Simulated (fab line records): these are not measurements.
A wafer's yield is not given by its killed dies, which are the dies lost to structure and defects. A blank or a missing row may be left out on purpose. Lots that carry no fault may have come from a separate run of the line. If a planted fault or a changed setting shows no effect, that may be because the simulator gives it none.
Which of the tools did it? ; flow n5Finfet ; 11 lots with 33 wafers sampled at 4 steps, on a route of 1938 steps

## WHAT EACH GAUGE READ, for each wafer
N5_MOL_CONTACT_COAG_THK_MEAS_53. Usual: VIA_MOL_THK 43.9 nm, standard deviation 0.66.
lot;measured;on;VIA_MOL_THK (nm);flag
L581;day 5 15:40;filmMetro-01;43.2 43.6 44.2;
L584;day 6 16:19;filmMetro-01;44.5 43.6 42.8;
L587;day 7 00:15;filmMetro-02;42.9 42.7 46.4;
L590;day 7 17:24;filmMetro-02;45.3 44.0 45.9;
L596;day 9 06:23;filmMetro-01;42.9 42.5 43.7;
L597;day 9 12:09;filmMetro-01;43.5 44.0 44.6;
L598;day 9 22:33;filmMetro-01;43.9 43.2 43.8;
L599;day 10 04:43;filmMetro-01;42.2 43.1 43.8;
L600;day 10 10:59;filmMetro-01;43.2 44.1 43.9;
L601;day 10 20:25;filmMetro-02;43.3 43.8 44.4;
L602;day 11 01:59;filmMetro-01;43.0 43.9 43.7;

## WHAT TOOL EACH LOT RAN ON (gives the tool, then ch and the chambers of the sampled wafers, and finally the start)
lot;N5_MOL_CONTACT_COAG_PECVD_31;N5_MOL_CONTACT_COAG_STRIP_72;N5_MOL_CONTACT_COAG_STRIP_49
L581;pecvd-03 ch 0, day 5 10:01;rieDiel-06 ch 1,3, day 5 14:41;plasmaAsher-01 ch 0,1, day 5 14:46
L584;pecvd-03 ch 0,1,2, day 6 12:00;rieDiel-05 ch 0,2,3, day 6 14:51;plasmaAsher-02 ch 0,1, day 6 15:25
L587;pecvd-03 ch 0,1, day 6 20:50;rieDiel-05 ch 1,2,3, day 6 23:16;plasmaAsher-02 ch 0,1, day 6 23:21
L590;pecvd-03 ch 0,1,2, day 7 13:39;rieDiel-06 ch 1,2,3, day 7 16:24;plasmaAsher-02 ch 0,1, day 7 16:29
L596;pecvd-04 ch 0,1, day 9 02:53;rieDiel-06 ch 0,1,2, day 9 05:24;plasmaAsher-02 ch 0,1, day 9 05:29
L597;pecvd-04 ch 0,1,2, day 9 08:45;rieDiel-05 ch 0,1, day 9 11:10;plasmaAsher-01 ch 0,1, day 9 11:16
L598;pecvd-03 ch 0,1, day 9 18:47;rieDiel-04 ch 1,2, day 9 21:34;plasmaAsher-01 ch 0,1, day 9 21:40
L599;pecvd-03 ch 0,1, day 10 00:44;rieDiel-05 ch 0,1,3, day 10 03:43;plasmaAsher-02 ch 0,1, day 10 03:49
L600;pecvd-01 ch 0,1, day 10 06:57;rieDiel-05 ch 0,2,3, day 10 10:01;plasmaAsher-02 ch 0,1, day 10 10:06
L601;pecvd-04 ch 0,2, day 10 16:20;rieDiel-04 ch 0,2,3, day 10 19:26;plasmaAsher-01 ch 0,1, day 10 19:31
L602;pecvd-03 ch 0,1,2, day 10 21:24;rieDiel-06 ch 0,2,3, day 11 01:00;plasmaAsher-01 ch 0,1, day 11 01:06
- N5_MOL_CONTACT_COAG_PECVD_31: deposits SiO2 from TEOS/O2, target thk 46 nm, time 8.9 s.
- N5_MOL_CONTACT_COAG_STRIP_72: strips in N2/H2.
- N5_MOL_CONTACT_COAG_STRIP_49: strips in N2/H2, time 30 s.

## WHAT THE TOOLS THEMSELVES READ (means of the sampled wafers that have a number; where no wafer has one, the mark that the record gives instead)
N5_MOL_CONTACT_COAG_STRIP_72. Usual: drypumpMotorCurrentA 5.74 A, standard deviation 0.26; oesProductAu 0.83 a.u., standard deviation 0.094; rfVppV 59.2 V, standard deviation 2; showerheadPlenumPTorr 2.58 Torr, standard deviation 0.08; throttleValvePct 23.6 %, standard deviation 0.39.
lot;tool;drypumpMotorCurrentA (A);oesProductAu (a.u.);rfVppV (V);showerheadPlenumPTorr (Torr);throttleValvePct (%);flag
L581;rieDiel-06;5.50;0.81;58.1;2.52;23.7;
L584;rieDiel-05;5.88;0.78;59.4;2.55;23.7;
L587;rieDiel-05;5.97;0.83;59.0;2.56;23.7;
L590;rieDiel-06;5.53;0.81;60.2;2.59;23.4;
L596;rieDiel-06;5.64;0.85;58.0;2.62;23.5;
L597;rieDiel-05;5.64;0.82;59.0;2.56;23.2;
L598;rieDiel-04;5.65;0.77;57.3;2.47;24.0;
L599;rieDiel-05;5.75;0.87;60.6;2.54;23.4;
L600;rieDiel-05;5.86;0.85;59.9;2.54;23.7;
L601;rieDiel-04;5.66;0.73;60.5;2.53;23.9;
L602;rieDiel-06;5.54;0.88;58.3;2.65;23.3;

N5_MOL_CONTACT_COAG_STRIP_49. Usual: drypumpMotorCurrentA 5.43 A, standard deviation 0.11; heaterPowerW 334 W, standard deviation 10.
lot;tool;drypumpMotorCurrentA (A);heaterPowerW (W);flag
L581;plasmaAsher-01;5.36;321;
L584;plasmaAsher-02;5.39;340;
L587;plasmaAsher-02;5.40;338;
L590;plasmaAsher-02;5.39;335;
L596;plasmaAsher-02;5.41;344;
L597;plasmaAsher-01;5.38;325;
L598;plasmaAsher-01;5.51;331;
L599;plasmaAsher-02;5.42;342;
L600;plasmaAsher-02;5.41;342;
L601;plasmaAsher-01;5.39;324;
L602;plasmaAsher-01;5.39;328;

## THE ANSWER, worked out from the rows above alone
Rule: a lot counts as off when the mean over its wafers that have a number is more than 3 standard deviations away from the usual mean. Also off: a lot with no number at a reading for which 4 or more lots have one. All remaining lots with rows at the step are treated as sound. Order of review: gauges by route order, followed by the tools' own readings, for which a lot's mean as printed above is used. At the first step where some lot is off, the reading lying furthest off is the one used; lots without a number count as furthest.
Across all readings shown, no lot is off: no conclusion can be drawn from this.

## WHAT THE SIMULATOR PUT IN
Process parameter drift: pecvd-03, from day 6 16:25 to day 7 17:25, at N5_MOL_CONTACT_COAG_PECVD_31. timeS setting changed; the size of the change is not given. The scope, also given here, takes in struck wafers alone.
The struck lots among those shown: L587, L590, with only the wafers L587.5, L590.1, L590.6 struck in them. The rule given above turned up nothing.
